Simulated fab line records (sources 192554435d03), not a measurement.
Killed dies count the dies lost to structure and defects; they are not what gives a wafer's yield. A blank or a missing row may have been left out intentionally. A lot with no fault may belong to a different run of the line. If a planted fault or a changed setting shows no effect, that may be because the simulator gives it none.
fab line records	flow n5_finfet	part 1 of 2: steps 1 to 3 of 6
record: lots: 23	wafers: 69	last_day: 20
route steps=1938 shown FIN_SAQP@121 FIN_CUT@166 STI_FIN_REVEAL@184
lots untouched by any fault: they come from a run of this same line in which no faults occurred
start_h: hours from the record's first day to the start of the lot's first wafer shown	wait_h: hours elapsed since this lot's preceding step	" repeats the value in the row above	L1.1+2: a single row standing in for several wafers	- no value present, or no start provided	* or withheld: withheld	< > ~ a bound
route shown NAME@n: NAME is a module with steps in the file, n the number in the route of the first one	usual: average and standard deviation across the fault-free wafers	same: alike in all rows	chamber/n: place in a boat	sites: each site's reading	_std_site: the standard deviation of these	_edge_site: inner sites' mean taken away from outer sites' mean	radius_mm: for every site, how far away it sits from the centre of the wafer	mask NAME#n: copy n	behind: the most recent tool/chamber to have shaped the wafer	hold: what put the lot on hold/how long, in hours/how the hold closed	device: which transistor (n, p or np) failed to switch	end of line: the same wafers' tests at the end of the route	step lacking rows: just its recipe	killed: at the first sort, the dies lost to defects and structure; wafer yield is something else	map: per-die view of a wafer (x killed, . not killed, _ where there is no die)
set.NAME: the run value of the setting; set.NAME@STEP: its run value at that earlier step	model.NAME: the simulator's own value behind a step, which no gauge read
a sample of lots followed through the steps of the route, with each step as a table and each wafer as a row
services: a tool's chamber out of use, with start hour (start_h, from the record's first day; less than 0 if before it), hours out, and reason
== steps ==
step: N5_FIN_SAQP_STRIP_55
recipe: chemistry: N2/H2	power_w: 500	temp_c: 40	pressure_mtorr: 50	rf_frequency_hz: 6e+07	overash_fraction: 0.3	bias_power_w: 28	h2_frac: 0.5	n2_flow_sccm: 300	h2_flow_sccm: 300
usual: drypump_motor_current_A: 5.51/0.23	oes_product_au: 0.80/0.085	power_w: 499.8/1.4	rf_vpp_V: 122.2/1.3	showerhead_plenum_p_Torr: 3.38/0.1	throttle_valve_pct: 18.86/0.28
lot.wafer	tool	chamber	start_h	wait_h	drypump_motor_current_A	oes_product_au	power_w	rf_hours_counter_h	rf_vpp_V	showerhead_plenum_p_Torr	throttle_valve_pct
L074.2	rie_diel-06	0	22.67	0.2	5.51	0.79	500.2	127	121.2	3.23	18.93
L074.3	"	1	"	"	5.88	0.86	500.7	35	120.4	3.42	18.86
L074.5	"	0	"	"	5.52	0.78	500.0	-	120.7	3.23	18.94
L075.1	rie_diel-05	1	29.14	0.1	5.58	0.72	498.4	201	120.8	3.47	19.36
L075.5	"	1	"	"	5.60	0.71	500.9	-	122.2	3.47	19.39
L075.6	"	2	"	"	5.92	0.77	498.8	-	122.9	3.36	18.43
L076.2	rie_diel-05	1	33.96	0.1	5.54	0.71	498.2	203	122.4	3.47	19.36
L076.3	"	0	"	"	5.12	0.79	501.6	114	122.3	3.51	18.98
L076.5	"	3	"	"	5.59	0.68	501.8	-	122.6	3.45	18.99
L077.4	rie_diel-06	0	39.86	0.1	5.53	0.78	501.6	133	119.6	3.22	18.95
L077.5	"	0	"	"	5.55	0.78	502.2	-	119.7	3.22	18.97
L077.6	"	3	"	"	5.36	0.85	498.4	-	122.7	3.40	19.14
L079.3	rie_diel-03	2	52.58	0.1	5.62	0.80	499.1	102	120.6	3.12	18.72
L079.5	"	2	"	"	5.63	0.79	498.7	-	120.9	3.12	18.68
L079.6	"	3	"	"	5.27	0.97	498.9	-	125.3	3.43	18.92
L080.3	rie_diel-05	1	59.02	0.1	5.59	0.71	497.4	210	122.1	3.46	19.38
L080.4	"	2	"	"	5.91	0.76	499.0	153	122.4	3.36	18.44
L080.6	"	3	"	"	5.61	0.68	496.4	-	123.7	3.44	19.01
L081.2	rie_diel-05	2	64.51	0.2	5.92	0.75	498.1	156	123.1	3.36	18.44
L081.5	"	1	"	"	5.54	0.70	501.7	-	124.4	3.46	19.39
L081.6	"	0	"	"	5.14	0.77	499.5	-	121.4	3.51	19.02
L082.2	rie_diel-03	3	70.60	0.1	5.30	0.95	500.4	11	121.8	3.43	18.92
L082.4	"	2	"	"	5.63	0.80	500.5	107	120.1	3.12	18.72
L082.5	"	2	"	"	5.62	0.79	502.2	-	122.5	3.12	18.73
L083.2	rie_diel-06	2	76.28	0.1	5.28	0.74	497.8	155	122.4	3.36	18.65
L083.5	"	1	"	"	5.88	0.84	500.7	-	123.2	3.41	18.87
L083.6	"	2	"	"	5.27	0.75	500.3	-	123.7	3.36	18.62
L084.1	rie_diel-03	0	82.34	0.1	5.45	0.77	499.7	131	120.8	3.38	18.60
L084.3	"	1	"	"	5.48	0.97	500.9	5	122.8	3.42	18.58
L084.4	"	3	"	"	5.27	0.94	500.2	15	124.7	3.42	18.92
L085.1	rie_diel-06	2	88.17	0.1	5.31	0.76	498.0	159	121.8	3.35	18.68
L085.2	"	3	"	"	5.32	0.83	499.5	94	120.8	3.40	19.20
L085.5	"	3	"	"	5.34	0.82	498.3	-	122.0	3.40	19.16
L086.2	rie_diel-06	0	95.23	0.1	5.54	0.76	501.5	150	122.8	3.21	19.00
L086.4	"	3	"	"	5.33	0.81	499.9	96	123.7	3.39	19.20
L086.6	"	2	"	"	5.29	0.75	499.7	-	121.1	3.35	18.66
L087.2	rie_diel-05	0	100.74	0.1	5.13	0.76	498.4	140	122.7	3.50	19.04
L087.5	"	1	"	"	5.55	0.68	497.5	-	121.2	3.45	19.41
L087.6	"	0	"	"	5.13	0.76	498.5	-	123.9	3.50	19.07
L088.1	rie_diel-05	2	105.99	0.1	5.93	0.75	500.6	172	124.2	3.35	18.47
L088.2	"	0	"	"	5.14	0.76	500.4	141	122.1	3.50	19.07
L088.4	"	1	"	"	5.57	0.68	500.3	230	121.9	3.45	19.39
L089.1	rie_diel-03	2	113.21	0.2	5.61	0.78	500.7	122	121.8	3.11	18.76
L089.2	"	0	"	"	5.43	0.74	501.9	143	125.0	3.37	18.60
L089.6	"	0	"	"	5.42	0.76	503.1	-	122.7	3.37	18.56
L090.2	rie_diel-06	1	119.17	0.1	5.90	0.83	501.3	64	122.9	3.40	18.93
L090.4	"	3	"	"	5.32	0.82	500.5	105	125.1	3.39	19.20
L090.6	"	1	"	"	5.90	0.83	499.0	-	123.7	3.40	18.94
L091.2	rie_diel-05	3	124.90	0.1	5.62	0.96	499.6	12	124.1	3.43	18.65
L091.4	"	0	"	"	5.12	0.77	501.9	147	122.8	3.49	19.05
L091.6	"	0	"	"	5.11	0.77	500.9	-	122.9	3.49	19.07
L092.3	rie_diel-05	1	131.58	0.1	5.58	0.69	498.6	238	122.2	3.45	19.40
L092.4	"	2	"	"	5.89	0.75	500.1	180	121.5	3.34	18.49
L092.5	"	0	"	"	5.13	0.77	497.8	-	121.0	3.49	19.04
L093.1	rie_diel-05	2	136.28	0.1	5.93	0.73	501.5	182	121.2	3.34	18.51
L093.2	"	0	"	"	5.12	0.76	501.0	150	121.5	3.49	19.08
L093.5	"	2	"	"	5.91	0.74	500.1	-	122.0	3.34	18.48
L094.2	rie_diel-05	3	142.30	0.1	5.61	0.95	500.8	17	122.9	3.43	18.64
L094.3	"	2	"	"	5.92	0.73	499.4	184	120.0	3.34	18.47
L094.5	"	3	"	"	5.62	0.95	502.2	-	122.4	3.43	18.66
L095.1	rie_diel-03	1	148.49	0.1	5.43	0.91	500.4	30	121.3	3.41	18.64
L095.4	"	2	"	"	5.62	0.77	500.7	135	124.0	3.10	18.77
L095.5	"	1	"	"	5.45	0.92	500.3	-	123.9	3.41	18.65
L096.1	rie_diel-03	3	154.00	0.1	5.33	0.89	498.9	40	120.8	3.41	18.98
L096.4	"	1	"	"	5.45	0.90	502.5	32	121.5	3.41	18.64
L096.6	"	0	"	"	5.45	0.73	498.5	-	120.5	3.36	18.64
L097.1	rie_diel-06	3	160.07	0.1	5.32	0.81	497.5	120	121.9	3.38	19.22
L097.4	"	0	"	"	5.53	0.74	499.0	174	120.7	3.20	19.02
L097.6	"	2	"	"	5.27	0.72	501.9	-	123.9	3.34	18.69
step: N5_FIN_SAQP_HM_CD_35
recipe: target_cd_nm: 8	polarity: line
usual: cd_nm: 8.16/0.24
lot.wafer	tool	chamber	start_h	wait_h	cd_nm
L074.2	cd_sem-01	-	26.70	0.1	8.16
L074.3	"	-	"	"	8.02
L074.5	"	-	"	"	8.42
L075.1	cd_sem-02	-	34.06	0.1	7.99
L075.5	"	-	"	"	8.24
L075.6	"	-	"	"	8.10
L076.2	cd_sem-01	-	37.47	0.1	8.32
L076.3	"	-	"	"	7.98
L076.5	"	-	"	"	8.26
L077.4	cd_sem-01	-	44.03	0.1	8.09
L077.5	"	-	"	"	8.18
L077.6	"	-	"	"	7.93
L079.3	cd_sem-02	-	56.81	0.1	8.55
L079.5	"	-	"	"	7.98
L079.6	"	-	"	"	8.13
L080.3	cd_sem-03	-	63.07	0.1	8.16
L080.4	"	-	"	"	8.52
L080.6	"	-	"	"	8.01
L081.2	cd_sem-01	-	69.49	0.1	8.28
L081.5	"	-	"	"	8.26
L081.6	"	-	"	"	8.58
L082.2	cd_sem-02	-	74.82	0.1	8.39
L082.4	"	-	"	"	7.98
L082.5	"	-	"	"	8.21
L083.2	cd_sem-03	-	81.65	0.1	8.30
L083.5	"	-	"	"	7.95
L083.6	"	-	"	"	8.37
L084.1	cd_sem-03	-	87.68	0.1	8.25
L084.3	"	-	"	"	8.51
L084.4	"	-	"	"	8.35
L085.1	cd_sem-01	-	91.97	0.1	8.32
L085.2	"	-	"	"	7.78
L085.5	"	-	"	"	8.02
L086.2	cd_sem-01	-	98.72	0.1	8.33
L086.4	"	-	"	"	8.12
L086.6	"	-	"	"	7.92
L087.2	cd_sem-02	-	104.53	0.1	8.00
L087.5	"	-	"	"	8.40
L087.6	"	-	"	"	7.94
L088.1	cd_sem-01	-	109.43	0.1	7.97
L088.2	"	-	"	"	8.08
L088.4	"	-	"	"	8.07
L089.1	cd_sem-03	-	116.89	0.1	8.04
L089.2	"	-	"	"	7.96
L089.6	"	-	"	"	7.91
L090.2	cd_sem-02	-	123.75	0.1	8.16
L090.4	"	-	"	"	7.81
L090.6	"	-	"	"	8.19
L091.2	cd_sem-01	-	128.97	0.1	8.05
L091.4	"	-	"	"	8.07
L091.6	"	-	"	"	8.21
L092.3	cd_sem-03	-	135.20	0.1	7.67
L092.4	"	-	"	"	8.12
L092.5	"	-	"	"	7.83
L093.1	cd_sem-01	-	140.34	0.1	8.50
L093.2	"	-	"	"	8.08
L093.5	"	-	"	"	8.45
L094.2	cd_sem-03	-	146.31	0.1	8.34
L094.3	"	-	"	"	8.39
L094.5	"	-	"	"	8.27
L095.1	cd_sem-02	-	152.54	0.1	8.02
L095.4	"	-	"	"	7.60
L095.5	"	-	"	"	8.09
L096.1	cd_sem-02	-	157.90	0.1	8.08
L096.4	"	-	"	"	7.91
L096.6	"	-	"	"	8.24
L097.1	cd_sem-03	-	163.51	0.1	7.96
L097.4	"	-	"	"	8.48
L097.6	"	-	"	"	8.16
step: N5_FIN_CUT_DESCUM_13
recipe: chemistry: O2	time_s: 7	source_power_w: 50	bias_power_w: 20	pressure_mtorr: 20	rf_frequency_hz: 2.712e+07	temp_c: 40	resist: CAR-EUV	o2_flow_sccm: 225
usual: drypump_motor_current_A: 5.5/0.45	oes_product_au: 0.76/0.057	rf_vpp_V: 243.7/1.5	showerhead_plenum_p_Torr: 2.13/0.074	throttle_valve_pct: 20.43/0.21
lot.wafer	tool	chamber	start_h	wait_h	drypump_motor_current_A	oes_product_au	rf_hours_counter_h	rf_vpp_V	showerhead_plenum_p_Torr	throttle_valve_pct
L074.2	rie_diel-04	3	27.63	0.0	5.7	0.81	95	243.0	2.12	20.24
L074.3	"	1	"	"	6.1	0.72	187	240.5	1.99	20.40
L074.5	"	1	"	"	6.1	0.72	-	241.5	1.99	20.40
L075.1	rie_diel-02	3	34.90	0.1	5.5	0.88	38	244.2	2.21	20.09
L075.5	"	0	"	"	5.0	0.72	-	245.2	2.18	20.46
L075.6	"	3	"	"	5.5	0.89	-	244.8	2.21	20.08
L076.2	rie_diel-02	1	38.34	0.0	5.1	0.81	107	244.5	2.20	20.15
L076.3	"	3	"	"	5.5	0.87	39	245.0	2.21	20.08
L076.5	"	0	"	"	5.1	0.72	-	245.4	2.18	20.48
L077.4	rie_diel-02	2	44.76	0.0	4.8	0.90	34	246.7	2.22	20.77
L077.5	"	1	"	"	5.1	0.80	-	244.0	2.20	20.15
L077.6	"	0	"	"	5.1	0.72	-	243.5	2.18	20.48
L079.3	rie_diel-02	0	57.77	0.0	5.1	0.72	161	245.2	2.18	20.48
L079.5	"	2	"	"	4.8	0.89	-	247.0	2.22	20.79
L079.6	"	3	"	"	5.5	0.87	-	245.0	2.21	20.08
L080.3	rie_diel-04	0	64.03	0.1	6.1	0.72	211	243.1	2.16	20.70
L080.4	"	1	"	"	6.1	0.71	197	241.1	1.99	20.41
L080.6	"	0	"	"	6.1	0.72	-	242.9	2.16	20.70
L081.2	rie_diel-04	2	70.26	0.0	5.5	0.75	157	243.5	2.08	20.43
L081.5	"	1	"	"	6.1	0.71	-	241.2	1.99	20.41
L081.6	"	0	"	"	6.1	0.71	-	243.7	2.16	20.73
L082.2	rie_diel-04	2	75.56	0.0	5.5	0.75	158	243.7	2.08	20.44
L082.4	"	1	"	"	6.1	0.71	200	242.1	1.99	20.41
L082.5	"	0	"	"	6.1	0.72	-	243.9	2.16	20.72
L083.2	rie_diel-01	2	82.39	0.0	5.0	0.79	121	242.9	2.11	20.59
L083.5	"	2	"	"	4.9	0.78	-	242.9	2.11	20.58
L083.6	"	3	"	"	4.6	0.77	-	245.1	2.18	20.20
L084.1	rie_diel-04	1	88.53	0.1	6.1	0.70	204	239.2	1.99	20.42
L084.3	"	0	"	"	6.1	0.72	218	243.9	2.16	20.72
L084.4	"	0	"	"	6.1	0.72	-	244.0	2.16	20.72
L085.1	rie_diel-04	3	92.79	0.1	5.7	0.78	112	243.7	2.11	20.26
L085.2	"	1	"	"	6.1	0.70	206	241.1	1.99	20.40
L085.5	"	3	"	"	5.7	0.79	-	242.8	2.11	20.25
L086.2	rie_diel-04	0	100.06	0.6	6.1	0.72	223	243.2	2.16	20.73
L086.4	"	2	"	"	5.5	0.74	165	242.3	2.08	20.43
L086.6	"	2	"	"	5.5	0.75	-	243.1	2.08	20.45
L087.2	rie_diel-04	2	105.29	0.0	5.5	0.74	167	244.3	2.08	20.44
L087.5	"	2	"	"	5.5	0.74	-	242.6	2.08	20.46
L087.6	"	1	"	"	6.1	0.70	-	240.2	1.99	20.43
L088.1	rie_diel-04	3	110.19	0.0	5.6	0.78	116	243.2	2.11	20.26
L088.2	"	1	"	"	6.1	0.69	212	243.1	1.99	20.43
L088.4	"	2	"	"	5.5	0.73	168	244.0	2.08	20.44
L089.1	rie_diel-04	3	117.64	0.0	5.6	0.78	118	243.7	2.11	20.28
L089.2	"	1	"	"	6.1	0.69	214	241.5	1.98	20.44
L089.6	"	1	"	"	6.1	0.69	-	240.9	1.98	20.44
L090.2	rie_diel-04	0	124.59	0.1	6.1	0.71	229	244.5	2.16	20.75
L090.4	"	3	"	"	5.7	0.78	119	243.3	2.11	20.28
L090.6	"	0	"	"	6.1	0.70	-	243.8	2.16	20.74
L091.2	rie_diel-04	1	129.71	0.0	6.1	0.69	218	241.7	1.98	20.45
L091.4	"	2	"	"	5.5	0.73	174	242.9	2.08	20.46
L091.6	"	2	"	"	5.5	0.74	-	242.3	2.08	20.46
L092.3	rie_diel-02	2	135.94	0.0	4.8	0.85	61	245.5	2.21	20.81
L092.4	"	0	"	"	5.1	0.70	182	244.2	2.17	20.52
L092.5	"	2	"	"	4.8	0.85	-	246.7	2.21	20.82
L093.1	rie_diel-02	3	141.09	0.0	5.5	0.83	70	244.2	2.20	20.14
L093.2	"	0	"	"	5.0	0.70	184	244.0	2.17	20.54
L093.5	"	0	"	"	5.1	0.70	-	244.9	2.17	20.52
L094.2	rie_diel-01	3	147.05	0.0	4.6	0.75	161	244.4	2.17	20.21
L094.3	"	1	"	"	5.8	0.71	222	244.1	2.16	20.72
L094.5	"	0	"	"	5.5	0.76	-	244.0	2.19	20.21
L095.1	rie_diel-01	2	153.41	0.0	5.0	0.76	146	243.4	2.11	20.64
L095.4	"	3	"	"	4.6	0.75	163	244.9	2.17	20.24
L095.5	"	1	"	"	5.8	0.70	-	244.2	2.16	20.69
L096.1	rie_diel-04	1	158.64	0.0	6.1	0.69	227	241.4	1.98	20.46
L096.4	"	3	"	"	5.7	0.76	129	244.7	2.11	20.29
L096.6	"	1	"	"	6.1	0.69	-	240.6	1.98	20.45
L097.1	rie_diel-01	1	164.28	0.1	5.8	0.70	226	244.8	2.16	20.70
L097.4	"	0	"	"	5.5	0.76	140	245.3	2.19	20.26
L097.6	"	3	"	"	4.6	0.75	-	244.8	2.17	20.23
